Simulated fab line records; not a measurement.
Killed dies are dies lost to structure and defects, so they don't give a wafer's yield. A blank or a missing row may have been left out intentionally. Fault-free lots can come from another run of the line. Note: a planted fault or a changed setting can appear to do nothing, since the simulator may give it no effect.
Matching of chambers | flow nand harc | cmp-04 running NHARC_P_CONTACT_CMP_24: 4 sister chambers
The step polishes, t overpolish 30 s, target thk 200 nm. 8 wafers are shown with their chamber, then 7 later ones without.

== WAFERS PAIRED WITH THEIR CHAMBERS ==
wafer  | chamber | motor current A (A) | time to endpoint s (s)
L088.2 | 3       | 12.8                | 40
L088.4 | 2       | 12.6                | 42
L088.6 | 1       | 13.0                | 36
L089.1 | 0       | 10.9                | 47
L089.4 | 2       | 12.2                | 45
L089.5 | 1       | 13.5                | 41
L091.2 | 3       | 12.8                | 44
L091.4 | 0       | 10.8                | 45

== WAFERS WHOSE CHAMBER IS MISSING ==
wafer  | motor current A (A) | time to endpoint s (s)
L091.6 | 12.0                | 44
L095.2 | 13.1                | 31
L095.3 | 13.8                | 39
L095.4 | 11.5                | 41
L097.1 | 13.3                | 36
L097.2 | 13.4                | 41
L097.3 | 12.2                | 44

== EACH ONE'S CHAMBER ==
wafer  | from the rows above     | in truth
L091.6 | can't be placed: 2 or 3 | 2
L095.2 | can't be placed: 1 or 3 | 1
L095.3 | 1                       | 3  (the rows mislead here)
L095.4 | can't be placed: 0 or 2 | 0
L097.1 | 1                       | 1
L097.2 | can't be placed: 1 or 3 | 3
L097.3 | can't be placed: 2 or 3 | 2
1 of 7 placed correctly. Cannot be placed on the basis of these rows: 5; the candidates contain the true chamber in 5. Placed wrongly: 1.
How it was worked out, from the rows above alone: a wafer's distance from a chamber is the root of the sum, over the readings, of the square of ((its reading less the chamber's mean) divided by the reading's scatter). If the next closest chamber is less than 2 further off than the closest, the wafer can't be placed; otherwise it belongs to the closest. The mean given for a chamber averages the wafers shown for that chamber. The scatter: take each reading less its chamber's mean, square it, sum over the shown wafers, divide by the number of wafers less the number of chambers, and take the root.
